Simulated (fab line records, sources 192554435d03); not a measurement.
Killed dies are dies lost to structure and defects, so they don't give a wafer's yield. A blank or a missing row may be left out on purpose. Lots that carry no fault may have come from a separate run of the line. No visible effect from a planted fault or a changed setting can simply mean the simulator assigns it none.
Chamber matching :: flow n5-finfet :: N5_SDB_ETCH_18 on rie-diel-05: 4 sister chambers
The step etches SOC in N2/H2, target depth 100 nm, overetch 20 nm, time 150 s. 8 wafers are shown with their chamber, then 7 later ones without.

## WAFERS PAIRED WITH THEIR CHAMBERS
wafer: L081.3
chamber: 0
throttle-valve-pct (%): 18.27
showerhead-plenum-p-Torr (Torr): 2.40

wafer: L081.5
chamber: 0
throttle-valve-pct (%): 18.26
showerhead-plenum-p-Torr (Torr): 2.40

wafer: L082.6
chamber: 1
throttle-valve-pct (%): 17.55
showerhead-plenum-p-Torr (Torr): 2.67

wafer: L084.1
chamber: 3
throttle-valve-pct (%): 17.96
showerhead-plenum-p-Torr (Torr): 2.52

wafer: L084.2
chamber: 1
throttle-valve-pct (%): 17.57
showerhead-plenum-p-Torr (Torr): 2.67

wafer: L084.6
chamber: 2
throttle-valve-pct (%): 17.13
showerhead-plenum-p-Torr (Torr): 2.61

wafer: L086.1
chamber: 2
throttle-valve-pct (%): 17.15
showerhead-plenum-p-Torr (Torr): 2.60

wafer: L086.5
chamber: 3
throttle-valve-pct (%): 17.98
showerhead-plenum-p-Torr (Torr): 2.51

## WAFERS WITH NO CHAMBER GIVEN
wafer: L086.6
throttle-valve-pct (%): 17.82
showerhead-plenum-p-Torr (Torr): 2.72

wafer: L091.1
throttle-valve-pct (%): 17.15
showerhead-plenum-p-Torr (Torr): 2.60

wafer: L091.2
throttle-valve-pct (%): 17.99
showerhead-plenum-p-Torr (Torr): 2.51

wafer: L091.3
throttle-valve-pct (%): 17.60
showerhead-plenum-p-Torr (Torr): 2.66

wafer: L097.3
throttle-valve-pct (%): 17.62
showerhead-plenum-p-Torr (Torr): 2.66

wafer: L097.4
throttle-valve-pct (%): 17.18
showerhead-plenum-p-Torr (Torr): 2.60

wafer: L097.6
throttle-valve-pct (%): 18.02
showerhead-plenum-p-Torr (Torr): 2.51

## EACH ONE'S CHAMBER
wafer: L086.6
from the rows above: 1
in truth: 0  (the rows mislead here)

wafer: L091.1
from the rows above: 2
in truth: 2

wafer: L091.2
from the rows above: 3
in truth: 3

wafer: L091.3
from the rows above: 1
in truth: 1

wafer: L097.3
from the rows above: 1
in truth: 1

wafer: L097.4
from the rows above: 2
in truth: 2

wafer: L097.6
from the rows above: 3
in truth: 3
Correct placement for 6 of the 7. Left unplaced by these rows: 0. 1 placed wrongly.
How it was worked out, from the rows above alone: a wafer's distance from a chamber is the root of the sum, over the readings, of the square of ((its reading less the chamber's mean) divided by the reading's scatter). The wafer belongs to the nearest chamber; if the next one is less than 2 further off, it can't be placed. The mean given for a chamber averages the wafers shown for that chamber. The scatter is the square root of a quotient: the sum, over the shown wafers, of each reading's squared deviation from its chamber's mean, divided by wafers minus chambers.
